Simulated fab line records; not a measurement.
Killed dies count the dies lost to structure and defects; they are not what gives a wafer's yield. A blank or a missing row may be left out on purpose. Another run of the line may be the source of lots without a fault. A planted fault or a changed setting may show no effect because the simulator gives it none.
Which tool did it? + flow n5Finfet + 13 lots with 36 wafers sampled at 5 steps, on a route of 1938 steps

== WHAT THE GAUGES READ, wafer by wafer ==
Not one reading of a measure or inspect step in the record can be checked against a usual standard deviation.

== TOOL THAT RAN EACH LOT (tool first, then ch and the chambers of the sampled wafers, then the start) ==
| lot  | N5_BEOL_M15_DEP_53              | N5_MIM_BOT_SPUTTER_00       | N5_MIM_TOP_ALD_00               | N5_PASSIVATION_PECVD_53         | N5_PASSIVATION_PROBE_49 |
|------|---------------------------------|-----------------------------|---------------------------------|---------------------------------|-------------------------|
| L608 | pecvd-03 ch 0,2, day 12 00:55   | pvdSputter-02, day 12 03:17 | aldHk-01 ch 1,2, day 12 03:24   | pecvd-03 ch 0,2, day 12 11:35   | -                       |
| L610 | pecvd-03 ch 0,1, day 13 05:25   | pvdSputter-01, day 13 07:31 | aldHk-01 ch 2,3, day 13 07:37   | pecvd-03 ch 0,1,2, day 13 15:31 | -                       |
| L611 | pecvd-04 ch 0,1,2, day 13 05:34 | pvdSputter-01, day 13 07:40 | aldHk-03 ch 0,1,3, day 13 07:46 | pecvd-02 ch 0,1, day 13 15:44   | -                       |
| L613 | pecvd-02 ch 0,1,2, day 13 15:35 | pvdSputter-03, day 13 17:04 | aldHk-02 ch 0,2,3, day 13 17:10 | pecvd-03 ch 1,2, day 14 03:26   | -                       |
| L615 | pecvd-04 ch 0,2, day 14 06:11   | pvdSputter-01, day 14 08:16 | aldHk-03 ch 1,2,3, day 14 08:22 | pecvd-02 ch 1,2, day 14 15:28   | -                       |
| L617 | pecvd-03 ch 0,1, day 14 14:19   | pvdSputter-02, day 14 17:01 | aldHk-01 ch 0,1, day 14 17:07   | pecvd-04 ch 0,2, day 15 00:47   | -                       |
| L616 | pecvd-02 ch 1,2, day 14 18:43   | pvdSputter-03, day 14 20:28 | aldHk-02 ch 0,3, day 14 20:34   | pecvd-03 ch 0,1,2, day 15 04:49 | -                       |
| L619 | pecvd-03 ch 0,2, day 15 00:56   | pvdSputter-01, day 15 02:29 | aldHk-02 ch 0,2, day 15 02:35   | pecvd-04 ch 2, day 15 10:35     | -                       |
| L622 | pecvd-04 ch 0,2, day 15 17:56   | pvdSputter-02, day 15 20:02 | aldHk-02 ch 0,2,3, day 15 20:08 | pecvd-02 ch 0,1,2, day 16 04:35 | -                       |
| L624 | pecvd-03 ch 0,1,2, day 15 22:27 | pvdSputter-02, day 16 01:29 | aldHk-03 ch 1,2, day 16 01:35   | pecvd-02 ch 0,1,2, day 16 11:25 | prober-02, day 16 16:38 |
| L627 | pecvd-04 ch 1,2, day 16 22:35   | pvdSputter-03, day 17 00:31 | aldHk-01 ch 0,1, day 17 00:37   | pecvd-04 ch 1,2, day 17 07:33   | -                       |
| L628 | pecvd-03 ch 0,1, day 17 10:43   | pvdSputter-02, day 17 13:16 | aldHk-01 ch 0,3, day 17 13:22   | pecvd-04 ch 0,1,2, day 18 01:14 | -                       |
| L629 | pecvd-03 ch 1, day 18 10:36     | pvdSputter-03, day 18 12:11 | aldHk-01 ch 1,2, day 18 12:17   | pecvd-03 ch 0, day 18 22:22     | -                       |
- N5_BEOL_M15_DEP_53: deposits SiCN from 3MS/NH3, target thk 50 nm, time 17.8 s.
- N5_MIM_BOT_SPUTTER_00: material TiN, target thk 35 nm, time 89.7 s.
- N5_MIM_TOP_ALD_00: deposits Al2O3, purge time 3 s, co reactant pulse time 3 s.
- N5_PASSIVATION_PECVD_53: deposits SiO2 from TEOS/O2, target thk 800 nm, time 169.4 s.
- N5_PASSIVATION_PROBE_49

== WHAT THE TOOLS THEMSELVES READ (means of the sampled wafers that have a number; where no wafer has one, the mark that the record gives instead) ==
N5_BEOL_M15_DEP_53.
| lot  | tool     | showerheadPlenumPTorr (Torr) | throttleValvePct (%) |
|------|----------|------------------------------|----------------------|
| L608 | pecvd-03 | 4.153                        | 17.3                 |
| L610 | pecvd-03 | 4.169                        | 18.0                 |
| L611 | pecvd-04 | 4.147                        | 18.1                 |
| L613 | pecvd-02 | 4.160                        | 18.7                 |
| L615 | pecvd-04 | 4.140                        | 18.7                 |
| L617 | pecvd-03 | 4.178                        | 17.9                 |
| L616 | pecvd-02 | 4.163                        | 18.3                 |
| L619 | pecvd-03 | 4.154                        | 17.6                 |
| L622 | pecvd-04 | 4.137                        | 18.8                 |
| L624 | pecvd-03 | 4.174                        | 17.7                 |
| L627 | pecvd-04 | 4.138                        | 18.2                 |
| L628 | pecvd-03 | 4.179                        | 17.9                 |
| L629 | pecvd-03 | 4.201                        | 17.4                 |

N5_MIM_BOT_SPUTTER_00.
| lot  | tool          | throttleValvePct (%) |
|------|---------------|----------------------|
| L608 | pvdSputter-02 | 30.8                 |
| L610 | pvdSputter-01 | 31.3                 |
| L611 | pvdSputter-01 | 30.1                 |
| L613 | pvdSputter-03 | 30.0                 |
| L615 | pvdSputter-01 | 30.4                 |
| L617 | pvdSputter-02 | 30.2                 |
| L616 | pvdSputter-03 | 29.4                 |
| L619 | pvdSputter-01 | 29.1                 |
| L622 | pvdSputter-02 | 30.7                 |
| L624 | pvdSputter-02 | 30.6                 |
| L627 | pvdSputter-03 | 30.3                 |
| L628 | pvdSputter-02 | 30.8                 |
| L629 | pvdSputter-03 | 30.9                 |

N5_MIM_TOP_ALD_00.
| lot  | tool     | precursorPulseHeightRel |
|------|----------|-------------------------|
| L608 | aldHk-01 | 1.019                   |
| L610 | aldHk-01 | 1.009                   |
| L611 | aldHk-03 | 1.006                   |
| L613 | aldHk-02 | 1.010                   |
| L615 | aldHk-03 | 1.018                   |
| L617 | aldHk-01 | 1.014                   |
| L616 | aldHk-02 | 0.980                   |
| L619 | aldHk-02 | 1.016                   |
| L622 | aldHk-02 | 1.015                   |
| L624 | aldHk-03 | 1.004                   |
| L627 | aldHk-01 | 0.998                   |
| L628 | aldHk-01 | 0.983                   |
| L629 | aldHk-01 | 1.022                   |

N5_PASSIVATION_PECVD_53.
| lot  | tool     | runLengthS (s) |
|------|----------|----------------|
| L608 | pecvd-03 | 196.7          |
| L610 | pecvd-03 | 197.0          |
| L611 | pecvd-02 | 196.7          |
| L613 | pecvd-03 | 197.0          |
| L615 | pecvd-02 | 196.5          |
| L617 | pecvd-04 | 196.4          |
| L616 | pecvd-03 | 196.9          |
| L619 | pecvd-04 | 196.6          |
| L622 | pecvd-02 | 166.8          |
| L624 | pecvd-02 | 182.0          |
| L627 | pecvd-04 | 196.8          |
| L628 | pecvd-04 | 197.0          |
| L629 | pecvd-03 | 196.8          |

N5_PASSIVATION_PROBE_49.
| lot  | tool      | defectLimitedYield (%) | killed_at_M0_to_M3 | killed_at_M4_up | killedAtContacts | killedAtFrontEnd | killedAtOther | killedDies | killedOpen | killedShort | sort_bin_5_function (%) | sort_bin_6_memory (%) | sort_bin_8_speed (%) | sortNPass | sortYieldPct (%) |
|------|-----------|------------------------|--------------------|-----------------|------------------|------------------|---------------|------------|------------|-------------|-------------------------|-----------------------|----------------------|-----------|------------------|
| L624 | prober-02 | 88.7                   | 54                 | 9               | 14               | 51               | 4.7           | 133        | 90         | 41          | 7.0                     | 3.8                   | 0.00                 | 1047      | 88.7             |

== THE ANSWER, worked out from the rows above alone ==
Rule: usual is defined by the lots themselves. Put in order of their means at a reading, lots are off if they are a third of the lots or fewer, leave a main group of 4 or more, and stand apart from it by a gap of 3 or more times the standard deviation of the main group's means; of several such gaps the widest counts. If all means in a main group match to the digits the tables above print for the reading, that group is not used. A lot without any number at a reading at which 4 lots or more have one is off too. Where the step has rows for the other lots, those lots are counted as sound. Order of review: gauges by route order, followed by the tools' own readings, for which a lot's mean as printed above is used. At the first step where some lot is off, the reading lying furthest off is the one used; lots without a number count as furthest.
Off: L622, L624, at N5_PASSIVATION_PECVD_53 (runLengthS). For the main group the mean is 196.8 s and the standard deviation 0.2.
If a tool, at that step or one of the process steps before it, ran each lot that is off and ran no sound lot following the first of them, it fits. One fits: N5_PASSIVATION_PECVD_53 on pecvd-02. A fault onset in the window from L615 (day 14 15:28, its last sound lot) to L622 (day 16 04:35, its first lot off) fits.
The tool's own readings at N5_PASSIVATION_PECVD_53 bear it out: on the lots that are off they differ by more than 5 times the standard deviation of the sound lots' means. runLengthS reads 174.4 s there against 196.8 s on the sound lots.

== WHAT HAD BEEN PUT IN BY THE SIMULATOR ==
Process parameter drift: pecvd-02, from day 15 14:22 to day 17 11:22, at N5_PASSIVATION_PECVD_53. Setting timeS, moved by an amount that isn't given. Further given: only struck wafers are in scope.
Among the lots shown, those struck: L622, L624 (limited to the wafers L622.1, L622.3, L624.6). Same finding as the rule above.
